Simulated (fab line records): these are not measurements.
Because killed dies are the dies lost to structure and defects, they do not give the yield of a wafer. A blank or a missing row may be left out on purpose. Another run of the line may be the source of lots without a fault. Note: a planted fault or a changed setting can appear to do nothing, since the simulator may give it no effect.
Which tool did it? :: flow n5Finfet :: 29 wafers from 11 lots sampled at 6 of the route's 1938 steps

WHAT EACH GAUGE READ, for each wafer
N5_BEOL_M4_THK_MEAS_53: measures by xrf.
lot: L778
measured: day 9 13:37
on: filmMetro-02
M4_THK (nm): 38.4 37.8 39.3

lot: L781
measured: day 10 22:07
on: filmMetro-02
M4_THK (nm): 37.0 40.1 37.4

lot: L782
measured: day 10 22:32
on: filmMetro-02
M4_THK (nm): 38.5 37.5

lot: L783
measured: day 11 01:02
on: filmMetro-01
M4_THK (nm): 40.5 38.1 38.8

lot: L784
measured: day 11 05:21
on: filmMetro-02
M4_THK (nm): 37.4 39.8 40.9

lot: L785
measured: day 11 06:42
on: filmMetro-02
M4_THK (nm): 38.5 36.7 37.6

lot: L787
measured: day 12 11:17
on: filmMetro-02
M4_THK (nm): 36.9 38.0

lot: L791
measured: day 12 20:02
on: filmMetro-02
M4_THK (nm): 40.3 40.4 42.0

lot: L790
measured: day 12 20:40
on: filmMetro-01
M4_THK (nm): 38.8 40.4

lot: L794
measured: day 13 05:43
on: filmMetro-01
M4_THK (nm): 40.9 37.1

lot: L798
measured: day 15 06:24
on: filmMetro-01
M4_THK (nm): 40.5 39.2 39.4

N5_BEOL_M4_RC_MEAS_101.
lot: L778
measured: day 9 13:56
on: prober-02
DIBL_N (mV/V): 37.0 35.3 35.9
DIBL_P (mV/V): 37.4 34.5 34.9
IOFF_N (nA/um): 0.162 0.136 0.135
IOFF_P (nA/um): 0.21 0.17 0.18
ION_N (uA/um): 683 675 659
ION_P (uA/um): 468 464 451
SS_N (mV/dec): 70.9 71.0 70.8
SS_P (mV/dec): 74.1 72.6 73.1
VT_N (mV): 248 249 252
VT_P (mV): -250 -253 -255

lot: L781
measured: day 10 22:27
on: prober-01
DIBL_N (mV/V): 33.6 36.9 34.7
DIBL_P (mV/V): 34.2 38.5 35.2
IOFF_N (nA/um): 0.113 0.172 0.136
IOFF_P (nA/um): 0.19 0.26 0.21
ION_N (uA/um): 644 676 673
ION_P (uA/um): 456 473 473
SS_N (mV/dec): 71.4 71.7 71.2
SS_P (mV/dec): 72.4 73.6 72.9
VT_N (mV): 255 248 253
VT_P (mV): -247 -245 -248

lot: L782
measured: day 10 23:28
on: prober-02
DIBL_N (mV/V): 36.8 34.7
DIBL_P (mV/V): 37.0 35.1
IOFF_N (nA/um): 0.170 0.134
IOFF_P (nA/um): 0.20 0.18
ION_N (uA/um): 665 667
ION_P (uA/um): 449 457
SS_N (mV/dec): 71.2 71.4
SS_P (mV/dec): 73.4 73.4
VT_N (mV): 247 253
VT_P (mV): -253 -252

lot: L783
measured: day 11 01:23
on: prober-01
DIBL_N (mV/V): 33.4 34.5 36.9
DIBL_P (mV/V): 30.6 33.8 35.4
IOFF_N (nA/um): 0.099 0.123 0.152
IOFF_P (nA/um): 0.15 0.19 0.20
ION_N (uA/um): 645 671 662
ION_P (uA/um): 449 467 460
SS_N (mV/dec): 70.3 70.3 72.2
SS_P (mV/dec): 71.7 72.5 73.3
VT_N (mV): 256 252 249
VT_P (mV): -254 -251 -249

lot: L784
measured: day 11 05:56
on: prober-01
DIBL_N (mV/V): 34.2 35.1 36.6
DIBL_P (mV/V): 33.1 34.1 36.1
IOFF_N (nA/um): 0.111 0.124 0.150
IOFF_P (nA/um): 0.15 0.15 0.18
ION_N (uA/um): 654 647 663
ION_P (uA/um): 447 441 451
SS_N (mV/dec): 71.0 71.6 72.1
SS_P (mV/dec): 71.8 72.7 73.1
VT_N (mV): 257 255 251
VT_P (mV): -257 -255 -256

lot: L785
measured: day 11 07:01
on: prober-01
DIBL_N (mV/V): 33.3 34.2 36.2
DIBL_P (mV/V): 33.0 35.2 38.0
IOFF_N (nA/um): 0.110 0.129 0.170
IOFF_P (nA/um): 0.16 0.19 0.23
ION_N (uA/um): 659 661 678
ION_P (uA/um): 457 457 463
SS_N (mV/dec): 71.8 71.1 71.6
SS_P (mV/dec): 72.7 73.3 73.7
VT_N (mV): 253 252 249
VT_P (mV): -254 -252 -247

lot: L787
measured: day 12 11:36
on: prober-01
DIBL_N (mV/V): 36.2 37.3
DIBL_P (mV/V): 35.1 37.2
IOFF_N (nA/um): 0.121 0.154
IOFF_P (nA/um): 0.17 0.21
ION_N (uA/um): 644 669
ION_P (uA/um): 446 456
SS_N (mV/dec): 71.9 72.3
SS_P (mV/dec): 72.7 73.1
VT_N (mV): 260 253
VT_P (mV): -257 -252

lot: L791
measured: day 12 20:21
on: prober-02
DIBL_N (mV/V): 34.7 39.0 36.8
DIBL_P (mV/V): 33.2 38.9 35.7
IOFF_N (nA/um): 0.122 0.210 0.154
IOFF_P (nA/um): 0.15 0.24 0.19
ION_N (uA/um): 658 690 667
ION_P (uA/um): 452 472 452
SS_N (mV/dec): 71.2 72.5 71.9
SS_P (mV/dec): 73.1 73.9 73.5
VT_N (mV): 254 246 252
VT_P (mV): -257 -248 -252

lot: L790
measured: day 12 21:36
on: prober-01
DIBL_N (mV/V): 37.0 37.5
DIBL_P (mV/V): 39.1 39.4
IOFF_N (nA/um): 0.203 0.224
IOFF_P (nA/um): 0.26 0.26
ION_N (uA/um): 695 686
ION_P (uA/um): 470 466
SS_N (mV/dec): 71.8 72.0
SS_P (mV/dec): 73.6 73.6
VT_N (mV): 245 243
VT_P (mV): -246 -248

lot: L794
measured: day 13 06:02
on: prober-02
DIBL_N (mV/V): 38.4 36.1
DIBL_P (mV/V): 39.4 35.7
IOFF_N (nA/um): 0.211 0.150
IOFF_P (nA/um): 0.26 0.20
ION_N (uA/um): 691 673
ION_P (uA/um): 465 459
SS_N (mV/dec): 71.5 71.2
SS_P (mV/dec): 73.6 72.6
VT_N (mV): 246 249
VT_P (mV): -249 -249

lot: L798
measured: day 15 06:46
on: prober-01
DIBL_N (mV/V): 35.3 35.7 37.0
DIBL_P (mV/V): 36.1 36.1 37.1
IOFF_N (nA/um): 0.156 0.171 0.177
IOFF_P (nA/um): 0.23 0.22 0.23
ION_N (uA/um): 681 677 676
ION_P (uA/um): 467 468 465
SS_N (mV/dec): 71.0 71.2 71.9
SS_P (mV/dec): 73.7 74.0 74.4
VT_N (mV): 248 249 251
VT_P (mV): -249 -250 -250

N5_BEOL_M5_THK_MEAS_01.
lot: L778
measured: day 9 15:28
on: filmMetro-02
M5_ILD_THK (nm): 122.1 119.6 124.9

lot: L781
measured: day 11 00:01
on: filmMetro-01
M5_ILD_THK (nm): 119.2 122.2 121.7

lot: L782
measured: day 11 00:23
on: filmMetro-02
M5_ILD_THK (nm): 121.7 123.2

lot: L783
measured: day 11 02:56
on: filmMetro-02
M5_ILD_THK (nm): 121.3 121.6 123.3

lot: L784
measured: day 11 07:29
on: filmMetro-02
M5_ILD_THK (nm): 118.7 118.0 120.0

lot: L785
measured: day 11 08:33
on: filmMetro-02
M5_ILD_THK (nm): 121.3 121.9 122.1

lot: L787
measured: day 12 13:10
on: filmMetro-01
M5_ILD_THK (nm): 121.7 122.4

lot: L791
measured: day 12 21:53
on: filmMetro-02
M5_ILD_THK (nm): 123.4 122.3 124.9

lot: L790
measured: day 12 22:31
on: filmMetro-02
M5_ILD_THK (nm): 122.6 41.3

lot: L794
measured: day 13 07:37
on: filmMetro-02
M5_ILD_THK (nm): 122.5 41.2

lot: L798
measured: day 15 08:18
on: filmMetro-01
M5_ILD_THK (nm): 120.2 120.9 122.5

WHAT TOOL EACH LOT RAN ON (gives the tool, then ch and the chambers of the sampled wafers, and finally the start)
lot: L778
N5_BEOL_M4_ANNEAL_82: pvdSputter-02, day 9 11:35
N5_BEOL_M4_ANNEAL_87: pvdSputter-02, day 9 11:49
N5_BEOL_M5_ILD_DEP_00: pecvd-01 ch 0,1,2, day 9 14:54

lot: L781
N5_BEOL_M4_ANNEAL_82: pvdSputter-01, day 10 20:05
N5_BEOL_M4_ANNEAL_87: pvdSputter-01, day 10 20:18
N5_BEOL_M5_ILD_DEP_00: pecvd-01 ch 0,1, day 10 23:25

lot: L782
N5_BEOL_M4_ANNEAL_82: pvdSputter-02, day 10 20:19
N5_BEOL_M4_ANNEAL_87: pvdSputter-02, day 10 20:32
N5_BEOL_M5_ILD_DEP_00: pecvd-02 ch 0,1, day 10 23:50

lot: L783
N5_BEOL_M4_ANNEAL_82: pvdSputter-01, day 10 23:01
N5_BEOL_M4_ANNEAL_87: pvdSputter-01, day 10 23:14
N5_BEOL_M5_ILD_DEP_00: pecvd-03 ch 0,1, day 11 02:21

lot: L784
N5_BEOL_M4_ANNEAL_82: pvdSputter-03, day 11 02:49
N5_BEOL_M4_ANNEAL_87: pvdSputter-03, day 11 03:02
N5_BEOL_M5_ILD_DEP_00: pecvd-01 ch 0,1, day 11 06:54

lot: L785
N5_BEOL_M4_ANNEAL_82: pvdSputter-01, day 11 04:02
N5_BEOL_M4_ANNEAL_87: pvdSputter-01, day 11 04:15
N5_BEOL_M5_ILD_DEP_00: pecvd-02 ch 0,1,2, day 11 07:58

lot: L787
N5_BEOL_M4_ANNEAL_82: pvdSputter-01, day 12 09:16
N5_BEOL_M4_ANNEAL_87: pvdSputter-01, day 12 09:29
N5_BEOL_M5_ILD_DEP_00: pecvd-02 ch 1, day 12 12:34

lot: L791
N5_BEOL_M4_ANNEAL_82: pvdSputter-03, day 12 17:59
N5_BEOL_M4_ANNEAL_87: pvdSputter-03, day 12 18:13
N5_BEOL_M5_ILD_DEP_00: pecvd-02 ch 1,2, day 12 21:19

lot: L790
N5_BEOL_M4_ANNEAL_82: pvdSputter-01, day 12 18:43
N5_BEOL_M4_ANNEAL_87: pvdSputter-01, day 12 18:56
N5_BEOL_M5_ILD_DEP_00: pecvd-02 ch 0,1, day 12 21:58

lot: L794
N5_BEOL_M4_ANNEAL_82: pvdSputter-02, day 13 03:41
N5_BEOL_M4_ANNEAL_87: pvdSputter-02, day 13 03:54
N5_BEOL_M5_ILD_DEP_00: pecvd-02 ch 1,2, day 13 07:00

lot: L798
N5_BEOL_M4_ANNEAL_82: pvdSputter-03, day 15 04:21
N5_BEOL_M4_ANNEAL_87: pvdSputter-03, day 15 04:34
N5_BEOL_M5_ILD_DEP_00: pecvd-03 ch 0,1, day 15 07:44
- N5_BEOL_M4_ANNEAL_82: time 240 s.
- N5_BEOL_M4_ANNEAL_87: time 240 s.
- N5_BEOL_M5_ILD_DEP_00: deposits SiCOH lowk from DEMS/porogen, target thk 140.64 nm, time 25.9 s.

AS READ BY THE TOOLS THEMSELVES (means over the sampled wafers that have a number; for cases with no such wafer, the mark the record gives instead)
N5_BEOL_M4_ANNEAL_82.
lot: L778
tool: pvdSputter-02
heaterPowerW (W): 835

lot: L781
tool: pvdSputter-01
heaterPowerW (W): 883

lot: L782
tool: pvdSputter-02
heaterPowerW (W): 872

lot: L783
tool: pvdSputter-01
heaterPowerW (W): 883

lot: L784
tool: pvdSputter-03
heaterPowerW (W): 773

lot: L785
tool: pvdSputter-01
heaterPowerW (W): 887

lot: L787
tool: pvdSputter-01
heaterPowerW (W): 798

lot: L791
tool: pvdSputter-03
heaterPowerW (W): 814

lot: L790
tool: pvdSputter-01
heaterPowerW (W): 934

lot: L794
tool: pvdSputter-02
heaterPowerW (W): 725

lot: L798
tool: pvdSputter-03
heaterPowerW (W): 823

N5_BEOL_M4_ANNEAL_87.
lot: L778
tool: pvdSputter-02
heaterPowerW (W): 831

lot: L781
tool: pvdSputter-01
heaterPowerW (W): 886

lot: L782
tool: pvdSputter-02
heaterPowerW (W): 879

lot: L783
tool: pvdSputter-01
heaterPowerW (W): 887

lot: L784
tool: pvdSputter-03
heaterPowerW (W): 777

lot: L785
tool: pvdSputter-01
heaterPowerW (W): 894

lot: L787
tool: pvdSputter-01
heaterPowerW (W): 791

lot: L791
tool: pvdSputter-03
heaterPowerW (W): 803

lot: L790
tool: pvdSputter-01
heaterPowerW (W): 941

lot: L794
tool: pvdSputter-02
heaterPowerW (W): 738

lot: L798
tool: pvdSputter-03
heaterPowerW (W): 828

N5_BEOL_M5_ILD_DEP_00.
lot: L778
tool: pecvd-01
heaterPowerW (W): 338
showerheadPlenumPTorr (Torr): 5.734
throttleValvePct (%): 15.2

lot: L781
tool: pecvd-01
heaterPowerW (W): 331
showerheadPlenumPTorr (Torr): 5.744
throttleValvePct (%): 14.2

lot: L782
tool: pecvd-02
heaterPowerW (W): 338
showerheadPlenumPTorr (Torr): 5.731
throttleValvePct (%): 14.1

lot: L783
tool: pecvd-03
heaterPowerW (W): 302
showerheadPlenumPTorr (Torr): 5.746
throttleValvePct (%): 14.8

lot: L784
tool: pecvd-01
heaterPowerW (W): 341
showerheadPlenumPTorr (Torr): 5.738
throttleValvePct (%): 14.7

lot: L785
tool: pecvd-02
heaterPowerW (W): 335
showerheadPlenumPTorr (Torr): 5.734
throttleValvePct (%): 13.8

lot: L787
tool: pecvd-02
heaterPowerW (W): 328
showerheadPlenumPTorr (Torr): 5.748
throttleValvePct (%): 13.9

lot: L791
tool: pecvd-02
heaterPowerW (W): 328
showerheadPlenumPTorr (Torr): 5.740
throttleValvePct (%): 13.5

lot: L790
tool: pecvd-02
heaterPowerW (W): 288
showerheadPlenumPTorr (Torr): 5.731
throttleValvePct (%): 14.2

lot: L794
tool: pecvd-02
heaterPowerW (W): 322
showerheadPlenumPTorr (Torr): 5.730
throttleValvePct (%): 13.5

lot: L798
tool: pecvd-03
heaterPowerW (W): 300
showerheadPlenumPTorr (Torr): 5.738
throttleValvePct (%): 15.1

THE ANSWER, worked out from the rows above alone
Rule: what is usual is taken from the lots themselves. The widest of any qualifying gaps counts: lots, ordered by their means at a reading, are off when they make up no more than a third of the lots, leave a main group of 4 or more, and stand apart from it by 3 or more times the standard deviation of that group's means. A main group is skipped when, at the precision printed for the reading in the tables above, its means are all equal. Also off: a lot with no number at a reading for which 4 or more lots have one. Where the step has rows for the other lots, those lots are counted as sound. The gauges are gone through in route order, then the tools' own readings, and for those a lot's mean is taken as printed above. The first step at which some lot is off is used, and at that step the reading that is off furthest; a lot without a number counts as furthest.
Off: L790, L794, at N5_BEOL_M5_THK_MEAS_01 (M5_ILD_THK). Mean 121.7 nm and standard deviation 1.2 in the main group.
A tool fits if, at a process step before that reading, it ran every lot that is off, and no sound lot after the first of them. The gauges at N5_BEOL_M5_THK_MEAS_01 are tried like those tools. This does not decide it: 2 tools fit, namely pecvd-02 at N5_BEOL_M5_ILD_DEP_00 and filmMetro-02 at N5_BEOL_M5_THK_MEAS_01.

WHAT THE SIMULATOR HAD PUT IN
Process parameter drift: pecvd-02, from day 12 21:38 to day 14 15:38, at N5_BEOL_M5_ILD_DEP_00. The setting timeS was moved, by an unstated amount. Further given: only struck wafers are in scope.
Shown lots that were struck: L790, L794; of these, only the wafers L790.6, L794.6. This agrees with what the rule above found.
